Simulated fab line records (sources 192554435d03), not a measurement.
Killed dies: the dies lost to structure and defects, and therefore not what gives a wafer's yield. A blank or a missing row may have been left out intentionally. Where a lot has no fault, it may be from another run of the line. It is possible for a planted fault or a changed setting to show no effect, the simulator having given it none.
Split-lot study | flow n5_finfet | 21 wafers read from 7 lots, route of 1938 steps

## SPLIT DETAILS
At N5_ZERO_LAYER_ETCH_18 (etches Si in HBr/Cl2, target depth 120 nm, time 40 s), the setting icp_w was moved away from the recipe's 800 W on 6 of the 21 wafers read, by -10.1% to +16.0%. This setting was run at the recipe's value on the other wafers.

The reading is taken at the split's own step.

## THE READING
ZERO_LAYER.feature_depth_nm (the simulator's own value, which no gauge read), in nm, at N5_ZERO_LAYER_ETCH_18 (etches Si in HBr/Cl2, target depth 120 nm, time 40 s). The file does not state a usual value for it. The 15 wafers here that ran the recipe average 119.6 nm, standard deviation 2.1 nm.

wafer  | tool, chamber at the split | icp_w as run, W | against the recipe | ZERO_LAYER.feature_depth_nm, nm | against lot-mates on the recipe
L077.3 | rie_si-01, 3               | 800             | recipe             | 117.3                           | -
L077.5 | rie_si-01, 2               | 927.7           | +16.0%             | 128.8                           | +11.5
L077.6 | rie_si-01, 0               | 927.7           | +16.0%             | 127                             | +9.7
L079.4 | rie_si-02, 1               | 800             | recipe             | 120.1                           | -
L079.5 | rie_si-02, 2               | 800             | recipe             | 119.1                           | -
L079.6 | rie_si-02, 1               | 800             | recipe             | 118.8                           | -
L080.4 | rie_si-02, 2               | 719.2           | -10.1%             | 113.9                           | -3.6
L080.5 | rie_si-02, 3               | 719.2           | -10.1%             | 113.8                           | -3.7
L080.6 | rie_si-02, 0               | 800             | recipe             | 117.5                           | -
L084.2 | rie_si-01, 2               | 800             | recipe             | 122.5                           | -
L084.3 | rie_si-01, 1               | 800             | recipe             | 120.8                           | -
L084.6 | rie_si-01, 2               | 800             | recipe             | 122.9                           | -
L085.2 | rie_si-02, 1               | 862.5           | +7.8%              | 124.5                           | +5.2
L085.3 | rie_si-02, 3               | 800             | recipe             | 121.5                           | -
L085.5 | rie_si-02, 0               | 800             | recipe             | 117                             | -
L087.1 | rie_si-03, 0               | 800             | recipe             | 122.3                           | -
L087.3 | rie_si-03, 1               | 800             | recipe             | 116.6                           | -
L087.6 | rie_si-03, 3               | 800             | recipe             | 117.9                           | -
L097.1 | rie_si-02, 2               | 800             | recipe             | 121                             | -
L097.3 | rie_si-02, 1               | 800             | recipe             | 118.8                           | -
L097.5 | rie_si-02, 3               | 858.8           | +7.3%              | 125.3                           | +5.4

FIT RESULTS
A straight line over all 21 wafers: ZERO_LAYER.feature_depth_nm changes by +0.555 nm for each +1% of icp_w; r = +0.88; the points scatter about the line by 1.9 nm.
The same after taking each lot's own level away (the mean of its wafers on the recipe; 21 wafers): +0.581 nm for each +1%; r = +0.92; scatter 1.6 nm.
The reading moves by 9.3 nm for the largest change in icp_w, on that fit.
The lots' own levels span 117.30 to 122.07 nm, that is 2.3 times the standard deviation above.
The two slopes agree, so the slope changes little with the lot-to-lot level.
Check: +8.85 nm against its lot-mates is what the line predicts for one of the wafers moved furthest among these (+16.0%) when that wafer is left out of the fit. Against them it came out at +11.5 nm.

## THE WHOLE CHAIN: every reading that the file lists as answering this split, in the file's order
step                  | what it does                                         | reading                                                                      | change (the file's fit)               | r (the file's)
N5_ZERO_LAYER_ETCH_18 | etches Si in HBr/Cl2, target depth 120 nm, time 40 s | etch.depth_nm (the simulator's own value, which no gauge read)               | +0.608 nm for each +1% of the setting | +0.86
N5_ZERO_LAYER_ETCH_18 | etches Si in HBr/Cl2, target depth 120 nm, time 40 s | ZERO_LAYER.feature_depth_nm (the simulator's own value, which no gauge read) | +0.608 nm for each +1% of the setting | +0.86

## FILE'S OWN FIT
ZERO_LAYER.feature_depth_nm changes by +0.608 nm for each +1% of icp_w, r = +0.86.
